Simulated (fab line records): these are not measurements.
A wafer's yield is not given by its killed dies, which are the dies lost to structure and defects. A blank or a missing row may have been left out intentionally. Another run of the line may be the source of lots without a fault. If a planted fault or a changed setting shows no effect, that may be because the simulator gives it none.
A struck lot beside a sound one :: flow nand harc :: 15 out of 1302 route steps
Sound: the wafers L664.1, L664.4, L664.5. The struck wafers were L674.1, L674.3, L674.5. At the end, the cause is stated.
Per side, at each step with rows, come the tool, then ch with its chambers, and then its first start. Under that, the readings that differ: sound wafers :: struck wafers :: difference of the means :: sigmas: that difference in standard deviations of wafers without a fault.
alike: words and numbers the same on both sides, and readings whose means are apart by under 2 such deviations; not compared: readings that were withheld, readings missing a value for some wafer, numbers with overlapping values and no deviation given by the record, and bounds like >300 which may hide the same value.
Wherever a step has rows on one side only, a row that says differs or no value, or a row with sigmas, the two part there. When numbers do not overlap yet have no deviation, they are printed without sigmas and do not part them. A reading that every wafer of one side lacks parts them only if that side has two wafers or more.

NHARC_P_M1_ETCH_35: etches the open film in N2/H2, target depth 40 nm, overetch 12 nm, time 43.94 s.
  sound on rie diel-07 ch 1,3, day 6 13:41; struck on rie diel-07 ch 0,2,3, day 10 12:32
  alike: drypump motor current A, mfc ar sccm, oes product au, rf vpp V, showerhead plenum p Torr, throttle valve pct
  not compared: rf hours counter h
then, 1 step without rows for these wafers: NHARC_P_M1_ETCH_15 (etches the open film in C4F8/Ar, target depth 182.5 nm, time 91.2 s).
NHARC_P_M1_CD_MEAS_16:
  sound on cd sem-01, day 6 13:54; struck on cd sem-01, day 10 12:44
  alike: cd nm
NHARC_P_M1_STRIP_18: strips in N2/H2.
  sound on rie diel-09 ch 0,1, day 6 13:59; struck on rie diel-01 ch 0,2,3, day 10 12:52
  alike: drypump motor current A, mfc ar sccm, oes product au, rf vpp V, showerhead plenum p Torr, throttle valve pct
  not compared: rf hours counter h
NHARC_P_M1_ETCH_28: etches the open film in CF4/N2, target depth 30 nm, time 72.99 s.
  sound: rie diel-09 ch 0,2,3; struck: rie diel-01 ch 0,2
reading: oes product au (a.u.)
sound: 0.995 0.987 0.994
struck: 1.008 1.003 1.011
difference: +0.015
sigmas: +2

reading: rf vpp V (V)
sound: 312.2 311.1 313.7
struck: 315.5 317.4 316.7
difference: +4.2
sigmas: +2

reading: showerhead plenum p Torr (Torr)
sound: 2.50 2.50 2.64
struck: 2.83 2.79 2.79
difference: +0.26
sigmas: +3
  alike: drypump motor current A, mfc ar sccm, throttle valve pct
  not compared: rf hours counter h
then, 2 steps without rows for these wafers: NHARC_P_M1_STRIP_19 (strips in post etch residue remover, time 600 s); NHARC_P_M1_DEGAS_29 (time 60 s).
NHARC_P_M1_PRE_CLEAN_30: time 30 s.
  sound on pvd sputter-01; struck on pvd sputter-03
  alike: heater power w
NHARC_P_M1_PVD_20: deposits TaN, target thk 5 nm, time 8.06 s.
  sound on pvd sputter-01; struck on pvd sputter-03
  alike: throttle valve pct
then, 3 steps without rows for these wafers: NHARC_P_M1_PVD_21 (deposits Cu, target thk 30 nm, time 20.49 s); NHARC_P_M1_ECD_22 (material Cu, target thk 400 nm); NHARC_P_M1_ANNEAL_31 (time 90 s).
NHARC_P_M1_CMP_23: polishes, t overpolish 20 s, target thk 157.82 nm.
  sound on cmp-01 ch 1,2,3, day 6 15:51; struck on cmp-02 ch 1,2, day 10 14:32
  no value came back on the struck wafers for any of 5 readings (edge zone pressure frac, motor current A (A) and others); on the sound wafers edge zone pressure frac reads 1.007 1.008 1.001
NHARC_P_M1_THK_MEAS_24: measures by xrf.
  sound on film metro-01, day 6 16:08; struck on film metro-02, day 10 15:01
reading: thk nm (nm)
sound: 158.8 157.6 159.5
struck: 400.6 407.0 401.7
difference: +244.5
sigmas: +99 or more
  not compared: hold
NHARC_END_SORT_01:
  the record has rows for the sound wafers here (prober-02 ch 0, day 25 17:16) and none for the struck ones

## WHERE THEY PART
Earliest at NHARC_P_M1_ETCH_28; latest, in this record, at NHARC_END_SORT_01.

WHY: what the simulator had put in
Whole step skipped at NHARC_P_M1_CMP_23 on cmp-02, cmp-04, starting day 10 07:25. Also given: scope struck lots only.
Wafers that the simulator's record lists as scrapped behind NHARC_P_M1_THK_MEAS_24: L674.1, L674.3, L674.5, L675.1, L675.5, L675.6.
